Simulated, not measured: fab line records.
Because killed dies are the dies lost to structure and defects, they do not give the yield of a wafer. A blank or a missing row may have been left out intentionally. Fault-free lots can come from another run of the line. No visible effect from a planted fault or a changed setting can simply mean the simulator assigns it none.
Which tool did it? -- flow n5-finfet -- 14 lots with 42 wafers sampled at 2 steps, on a route of 1938 steps

== WHAT THE GAUGES SHOWED, per wafer ==
N5_BEOL_M5_INSPECT_58: inspects for defects (darkfield). Usual: raw-defect-count reads 69 (standard deviation 22).
lot,measured,on,raw-defect-count,flag
L958,day 8 20:50,defect-inspect-02,82 68 41,
L959,day 9 11:16,defect-inspect-01,53 68 39,
L960,day 9 11:37,defect-inspect-02,74 70 54,
L961,day 9 19:14,defect-inspect-01,44 74 73,
L964,day 10 05:22,defect-inspect-02,82 55 91,
L963,day 10 05:35,defect-inspect-01,97 75 64,
L965,day 10 08:10,defect-inspect-02,89 76 47,
L966,day 10 19:46,defect-inspect-01,63 57 44,
L967,day 11 16:24,defect-inspect-02,83 62 69,
L973,day 12 17:17,defect-inspect-01,53 48 47,
L975,day 13 01:01,defect-inspect-01,46 43 37,
L979,day 14 03:29,defect-inspect-02,62 129 58,
L978,day 14 03:43,defect-inspect-01,59 78 60,
L980,day 14 07:49,defect-inspect-01,72 53 80,

== TOOL THAT RAN EACH LOT (tool first, then ch and the chambers of the sampled wafers, then the start) ==
lot,N5_BEOL_M5_PRE_CLEAN_77
L958,"cvd-co-01 ch 0,2, day 8 20:35"
L959,"cvd-co-02 ch 0,2, day 9 10:59"
L960,"cvd-co-01 ch 0,1,2, day 9 11:20"
L961,"cvd-co-01 ch 0,1, day 9 18:59"
L964,"cvd-co-01 ch 0,2, day 10 05:07"
L963,"cvd-co-02 ch 0,2, day 10 05:20"
L965,"cvd-co-02 ch 0,1,2, day 10 07:55"
L966,"cvd-co-02 ch 0,2, day 10 19:31"
L967,"cvd-co-02 ch 0,2, day 11 16:09"
L973,"cvd-co-01 ch 1,2, day 12 17:01"
L975,"cvd-co-02 ch 0,1, day 13 00:29"
L979,"cvd-co-01 ch 0,1,2, day 14 03:16"
L978,"cvd-co-01 ch 0,2, day 14 03:28"
L980,"cvd-co-01 ch 0,1,2, day 14 07:34"
- N5_BEOL_M5_PRE_CLEAN_77: time 15 s.

== WHAT THE TOOLS THEMSELVES READ (means of the sampled wafers that have a number; where no wafer has one, the mark that the record gives instead) ==
N5_BEOL_M5_PRE_CLEAN_77. Usual: heater-power-w 82 W, standard deviation 12; rf-fwd-power-W 297.1 W, standard deviation 1.2.
lot,tool,heater-power-w (W),rf-fwd-power-W (W),flag
L958,cvd-co-01,74,298.2,
L959,cvd-co-02,84,297.5,
L960,cvd-co-01,84,297.7,
L961,cvd-co-01,83,297.1,
L964,cvd-co-01,75,298.1,
L963,cvd-co-02,80,297.3,
L965,cvd-co-02,78,297.3,
L966,cvd-co-02,83,297.5,
L967,cvd-co-02,80,296.8,
L973,cvd-co-01,95,297.2,
L975,cvd-co-02,75,296.3,
L979,cvd-co-01,86,297.1,
L978,cvd-co-01,77,298.3,
L980,cvd-co-01,85,297.6,

== THE ANSWER, worked out from the rows above alone ==
Rule: lot off if the mean of its wafers having a number is beyond 3 standard deviations from the usual mean. A lot without any number at a reading at which 4 lots or more have one is off too. Where the step has rows for the other lots, those lots are counted as sound. Order of review: gauges by route order, followed by the tools' own readings, for which a lot's mean as printed above is used. The first step at which some lot is off is used, and at that step the reading that is off furthest; a lot without a number counts as furthest.
None of the lots is off at any reading shown; this tells nothing.

== WHAT THE SIMULATOR PUT IN ==
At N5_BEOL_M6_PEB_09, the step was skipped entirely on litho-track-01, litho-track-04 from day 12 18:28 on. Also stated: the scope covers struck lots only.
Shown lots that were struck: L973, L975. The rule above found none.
